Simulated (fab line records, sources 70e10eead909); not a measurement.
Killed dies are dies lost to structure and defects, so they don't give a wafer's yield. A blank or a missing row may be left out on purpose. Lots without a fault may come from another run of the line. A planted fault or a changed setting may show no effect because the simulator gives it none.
Which tool did it? | flow nand_harc | 13 lots, 39 wafers sampled, at 5 steps of a route of 1159

WHAT THE GAUGES READ, wafer by wafer
NHARC_A_BLC_INSPECT_28.
lot  | measured     | on                | raw_defect_count
L605 | day 17 07:59 | defect_inspect-02 | 390 320 521
L606 | day 17 16:20 | defect_inspect-01 | 466 472 661
L608 | day 17 21:47 | defect_inspect-02 | 584 531 708
L610 | day 18 20:02 | defect_inspect-01 | 501 512 457
L615 | day 19 22:40 | defect_inspect-01 | 577 1039 603
L614 | day 20 03:16 | defect_inspect-02 | 397 816 486
L618 | day 20 20:37 | defect_inspect-01 | 349 428 290
L620 | day 20 22:04 | defect_inspect-02 | 348 287 301
L624 | day 21 21:47 | defect_inspect-02 | 433 308 309
L625 | day 21 22:14 | defect_inspect-02 | 496 597 644
L627 | day 22 17:22 | defect_inspect-01 | 533 377 559
L628 | day 22 23:23 | defect_inspect-02 | 540 356 382
L626 | day 23 06:51 | defect_inspect-01 | 333 400 224

NHARC_A_M0_THK_MEAS_24: measures by xrf.
lot  | measured     | on            | thk_nm (nm)
L605 | day 17 11:23 | film_metro-01 | 116.8 117.1 117.9
L606 | day 17 19:51 | film_metro-02 | 113.4 112.5 114.6
L608 | day 18 01:13 | film_metro-01 | 117.2 113.1 113.2
L610 | day 18 23:25 | film_metro-01 | 114.1 116.4 111.9
L615 | day 20 02:13 | film_metro-01 | 115.4 111.0 116.0
L614 | day 20 06:40 | film_metro-02 | 112.2 111.9 113.6
L618 | day 21 00:07 | film_metro-01 | 115.1 113.1 113.6
L620 | day 21 01:37 | film_metro-02 | 114.6 115.0 115.1
L624 | day 22 01:17 | film_metro-02 | 116.1 115.5 114.3
L625 | day 22 02:05 | film_metro-01 | 111.9 115.0 117.1
L627 | day 22 20:59 | film_metro-02 | 115.2 115.7 112.3
L628 | day 23 02:48 | film_metro-02 | 112.2 111.0 114.0
L626 | day 23 10:08 | film_metro-02 | 112.2 114.7 112.8

NHARC_END_SORT_01.
lot  | measured     | on        | defect_limited_yield (%) | killed_at_array | killed_at_other | killed_at_periphery | killed_dies | killed_open | killed_short | sort_bin_2_pct (%) | sort_bin_3_pct (%) | sort_bin_4_pct (%) | sort_n_pass | sort_rim_yield_pct (%) | sort_yield_pct (%)
L605 | day 19 01:39 | prober-02 | 96.5 96.8 97.8           | 20 21 12        | 1 0 1           | 3 1 2               | 24 22 15    | 3 2 2       | 2 1 2        | 1.5 1.5 0.6        | 0.30 0.30 0.30     | 1.8 1.5 1.3        | 653 655 662 | 96.2 93.4 97.2         | 96.5 96.8 97.8
L606 | day 19 09:44 | prober-02 | 95.6 95.7 96.2           | 26 25 22        | 3 2 0           | 1 2 4               | 30 29 26    | 2 3 1       | 2 1 2        | 1.9 1.9 1.2        | 0.15 0.15 0        | 2.4 2.2 2.7        | 647 648 651 | 98.1 97.2 96.2         | 95.6 95.7 96.2
L608 | day 20 03:01 | prober-02 | 92.9 95.3 93.9           | 38 23 37        | 2 2 1           | 8 7 3               | 48 32 41    | 5 1 3       | 3 2 3        | 2.8 1.3 1.8        | 0.15 0.30 0.15     | 4.1 3.1 4.1        | 629 645 636 | 92.5 89.6 91.5         | 92.9 95.3 93.9
L610 | day 20 15:53 | prober-02 | 95.4 96.5 96.5           | 25 20 16        | 0 0 0           | 6 4 8               | 31 24 24    | 4 1 3       | 6 0 0        | 1.6 1.8 1.9        | 0 0.15 0           | 3.0 1.6 1.6        | 646 653 653 | 96.2 96.2 97.2         | 95.4 96.5 96.5
L615 | day 21 17:41 | prober-01 | 96.2 96.8 97.2           | 23 15 14        | 1 0 0           | 2 7 5               | 26 22 19    | 1 3 3       | 1 2 1        | 0.7 1.2 0.9        | 0.15 0 0.15        | 3.0 2.1 1.8        | 651 655 658 | 98.1 97.2 95.3         | 96.2 96.8 97.2
L614 | day 21 17:31 | prober-02 | 95.3 95.1 96.0           | 30 26 26        | 0 1 0           | 2 6 1               | 32 33 27    | 5 8 3       | 2 2 1        | 1.9 0.9 1.5        | 0.15 0.15 0.15     | 2.7 3.8 2.4        | 645 644 650 | 93.4 95.3 92.5         | 95.3 95.1 96.0
L618 | day 22 19:26 | prober-01 | 96.8 97.2 97.2           | 19 16 14        | 1 0 0           | 2 3 5               | 22 19 19    | 4 5 4       | 3 2 1        | 0.6 1.8 1.0        | 0.30 0 0           | 2.4 1.0 1.8        | 655 658 658 | 95.3 96.2 94.3         | 96.8 97.2 97.2
L620 | day 23 01:24 | prober-02 | 97.6 97.5 98.1           | 14 7 9          | 0 2 1           | 2 8 3               | 16 17 13    | 4 4 4       | 1 2 2        | 0.7 0.6 0.7        | 0.15 0.15 0.15     | 1.5 1.8 1.0        | 661 660 664 | 95.3 99.1 96.2         | 97.6 97.5 98.1
L624 | day 23 21:59 | prober-01 | 93.8 95.6 94.4           | 41 27 36        | 0 1 1           | 1 2 1               | 42 30 38    | 6 3 4       | 1 1 1        | 1.8 1.8 1.8        | 0 0 0.15           | 4.4 2.7 3.7        | 635 647 639 | 92.5 91.5 96.2         | 93.8 95.6 94.4
L625 | day 23 18:33 | prober-02 | 94.5 94.5 94.5           | 32 33 32        | 0 0 0           | 5 4 5               | 37 37 37    | 1 8 5       | 5 3 2        | 1.8 1.6 1.9        | 0.74 0 0           | 3.0 3.8 3.5        | 640 640 640 | 95.3 91.5 97.2         | 94.5 94.5 94.5
L627 | day 24 13:57 | prober-02 | 93.4 93.4 94.7           | 42 43 33        | 1 0 1           | 2 2 2               | 45 45 36    | 4 2 2       | 1 5 1        | 2.4 1.8 1.9        | 0 0.30 0.44        | 4.3 4.6 3.0        | 632 632 641 | 91.5 93.4 91.5         | 93.4 93.4 94.7
L628 | day 24 17:28 | prober-01 | 93.6 94.7 95.0           | 42 34 30        | 0 0 0           | 1 2 4               | 43 36 34    | 5 3 3       | 2 4 2        | 2.4 2.2 1.2        | 0.59 0 0.15        | 3.4 3.1 3.7        | 634 641 643 | 92.5 93.4 88.7         | 93.6 94.7 95.0
L626 | day 24 23:52 | prober-02 | 96.8 94.7 96.8           | 22 34 20        | 0 1 1           | 0 1 1               | 22 36 22    | 3 1 3       | 2 1 4        | 1.6 2.2 1.2        | 0.15 0 0.30        | 1.5 3.1 1.8        | 655 641 655 | 94.3 91.5 98.1         | 96.8 94.7 96.8

WHICH TOOL RAN EACH LOT (tool, then ch and the chambers of the sampled wafers, then the start)
lot  | NHARC_A_BLC_DEGAS_30         | NHARC_A_M0_STRIP_19
L605 | pvd_sputter-01, day 17 01:56 | wet_bench-05 ch 2,4,5, day 17 09:43
L606 | pvd_sputter-01, day 17 11:05 | wet_bench-02 ch 0,2,7, day 17 18:08
L608 | pvd_sputter-03, day 17 19:34 | wet_bench-04 ch 0,3,7, day 17 23:33
L610 | pvd_sputter-02, day 18 15:11 | wet_bench-05 ch 0,2,6, day 18 21:39
L615 | pvd_sputter-02, day 19 19:46 | wet_bench-04 ch 3,4,5, day 20 00:34
L614 | pvd_sputter-02, day 20 01:52 | wet_bench-05 ch 0,1,4, day 20 04:57
L618 | pvd_sputter-01, day 20 19:13 | wet_bench-04 ch 4,5,6, day 20 22:23
L620 | pvd_sputter-03, day 20 20:41 | wet_bench-02 ch 4,5,7, day 20 23:50
L624 | pvd_sputter-03, day 21 19:11 | wet_bench-02 ch 0,2,3, day 21 23:24
L625 | pvd_sputter-01, day 21 19:26 | wet_bench-05 ch 2,5,6, day 21 23:52
L627 | pvd_sputter-02, day 22 10:06 | wet_bench-04 ch 0,1,7, day 22 19:20
L628 | pvd_sputter-02, day 22 15:08 | wet_bench-04 ch 3,5,7, day 23 01:08
L626 | pvd_sputter-03, day 22 21:05 | wet_bench-04 ch 5,6,7, day 23 08:29
- NHARC_A_BLC_DEGAS_30: time 60 s.
- NHARC_A_M0_STRIP_19: strips in post etch residue remover, time 600 s.

WHAT THE TOOLS THEMSELVES READ (means of the sampled wafers that have a number; where no wafer has one, the mark that the record gives instead)
NHARC_A_BLC_DEGAS_30.
lot  | tool           | heater_power_w (W)
L605 | pvd_sputter-01 | 448
L606 | pvd_sputter-01 | 440
L608 | pvd_sputter-03 | 457
L610 | pvd_sputter-02 | 478
L615 | pvd_sputter-02 | 472
L614 | pvd_sputter-02 | 460
L618 | pvd_sputter-01 | 492
L620 | pvd_sputter-03 | 483
L624 | pvd_sputter-03 | 422
L625 | pvd_sputter-01 | 481
L627 | pvd_sputter-02 | 521
L628 | pvd_sputter-02 | 504
L626 | pvd_sputter-03 | 432

NHARC_A_M0_STRIP_19.
lot  | tool         | bath_heat_duty_pct (%) | run_length_s (s)
L605 | wet_bench-05 | 12.3                   | 604.1
L606 | wet_bench-02 | 13.6                   | 602.8
L608 | wet_bench-04 | 12.6                   | 602.2
L610 | wet_bench-05 | 13.3                   | 602.9
L615 | wet_bench-04 | 13.5                   | 602.9
L614 | wet_bench-05 | 11.2                   | 602.9
L618 | wet_bench-04 | -                      | -
L620 | wet_bench-02 | -                      | -
L624 | wet_bench-02 | 13.2                   | 603.4
L625 | wet_bench-05 | 11.8                   | 603.7
L627 | wet_bench-04 | 13.0                   | 602.3
L628 | wet_bench-04 | 12.2                   | 602.4
L626 | wet_bench-04 | 12.5                   | 603.2

THE ANSWER, worked out from the rows above alone
Rule: what is usual is taken from the lots themselves. Put in order of their means at a reading, lots are off if they are a third of the lots or fewer, leave a main group of 4 or more, and stand apart from it by a gap of 3 or more times the standard deviation of the main group's means; of several such gaps the widest counts. A main group whose means are all the same, to the digits that the tables above print for the reading, isn't used. A lot without any number at a reading at which 4 lots or more have one is off too. The other lots that the step has rows for count as sound. The gauges are gone through in route order, then the tools' own readings, and for those a lot's mean is taken as printed above. The first step at which some lot is off is used, and at that step the reading that is off furthest; a lot without a number counts as furthest.
Off: L618, L620, at NHARC_A_M0_STRIP_19 (bath_heat_duty_pct). Without a number there: L618, L620. The main group: mean 12.7 %, standard deviation 0.72.
A tool fits if, at that step or a process step before it, it ran every lot that is off, and no sound lot after the first of them. None of those tried fits.

WHAT THE SIMULATOR HAD PUT IN
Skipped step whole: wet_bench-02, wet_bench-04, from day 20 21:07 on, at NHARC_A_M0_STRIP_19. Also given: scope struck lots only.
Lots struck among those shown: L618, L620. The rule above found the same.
